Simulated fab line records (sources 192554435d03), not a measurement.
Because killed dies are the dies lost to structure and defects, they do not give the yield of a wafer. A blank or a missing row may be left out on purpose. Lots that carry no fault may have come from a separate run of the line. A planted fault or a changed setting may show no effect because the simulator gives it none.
Matching of chambers    flow n5-finfet    N5_BEOL_M8_STRIP_36 on rie-diel-01 has 4 sister chambers
The step strips in N2/H2. 8 wafers are shown with their chamber, then 8 later ones without.

WAFERS WITH THEIR CHAMBER
wafer   chamber  showerhead-plenum-p-Torr (Torr)  drypump-motor-current-A (A)
L079.6  1        2.39                             6.0
L085.1  0        2.63                             6.5
L085.2  2        2.57                             6.2
L085.6  0        2.63                             6.4
L088.2  2        2.57                             6.2
L088.3  3        2.49                             6.1
L088.6  1        2.38                             6.0
L087.1  3        2.49                             6.2

WAFERS WITHOUT THEIR CHAMBER
wafer   showerhead-plenum-p-Torr (Torr)  drypump-motor-current-A (A)
L087.3  2.38                             5.9
L087.5  2.38                             6.0
L090.1  2.62                             6.5
L090.4  2.38                             5.9
L090.6  2.49                             6.1
L096.4  2.56                             6.2
L096.5  2.56                             6.2
L096.6  2.48                             6.1

CHAMBER TAKEN BY EACH
wafer   from the rows above  in truth
L087.3  1                    1
L087.5  1                    1
L090.1  0                    0
L090.4  1                    1
L090.6  3                    3
L096.4  2                    2
L096.5  2                    2
L096.6  3                    3
8 of 8 placed correctly. Number that these rows cannot place: 0. 0 placed wrongly.
How it was worked out, from the rows above alone: a wafer's distance from a chamber is the root of the sum, over the readings, of the square of ((its reading less the chamber's mean) divided by the reading's scatter). If the next closest chamber is less than 2 further off than the closest, the wafer can't be placed; otherwise it belongs to the closest. The mean given for a chamber averages the wafers shown for that chamber. How the scatter is found: for the shown wafers, subtract from each reading the mean of its chamber, square and add these, divide the total by (wafers less chambers), then take the root.
